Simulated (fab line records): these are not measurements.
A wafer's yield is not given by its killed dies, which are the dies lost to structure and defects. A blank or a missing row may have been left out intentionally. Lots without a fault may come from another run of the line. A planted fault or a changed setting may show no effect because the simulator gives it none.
Matching of chambers | flow n5 finfet | 3 sister chambers for N5_BEOL_M9_DEP_56 on pecvd-04
The step deposits SiCN from 3MS/NH3, target thk 15 nm, time 26.5 s. 3 wafers are shown with their chamber, then 7 later ones without.

EACH WAFER AND ITS CHAMBER
wafer  | chamber | throttle valve pct (%)
L082.1 | 0       | 9.3
L085.2 | 2       | 9.3
L085.3 | 1       | 10.6

WAFERS WHOSE CHAMBER IS MISSING
wafer  | throttle valve pct (%)
L085.6 | 9.3
L092.3 | 9.1
L092.4 | 9.2
L092.6 | 9.3
L096.2 | 9.4
L096.3 | 10.4
L096.4 | 9.2

CHAMBER TAKEN BY EACH
wafer  | from the rows above     | in truth
L085.6 | can't be placed: 0 or 2 | 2
L092.3 | can't be placed: 0 or 2 | 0
L092.4 | can't be placed: 0 or 2 | 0
L092.6 | can't be placed: 0 or 2 | 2
L096.2 | can't be placed: 0 or 2 | 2
L096.3 | 1                       | 1
L096.4 | can't be placed: 0 or 2 | 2
Correct placement for 1 of the 7. These rows do not allow placing 6 (true chamber among the candidates in 6). Number placed wrongly: 0.
How it was worked out, from the rows above alone: a wafer's distance from a chamber is the root of the sum, over the readings, of the square of ((its reading less the chamber's mean) divided by the reading's scatter). The wafer belongs to the nearest chamber; if the next one is less than 2 further off, it can't be placed. For every chamber, the mean is computed from those of its wafers that are shown. The scatter: root of mean squared gap, hidden wafer to nearest shown wafer, with one shown wafer a chamber.
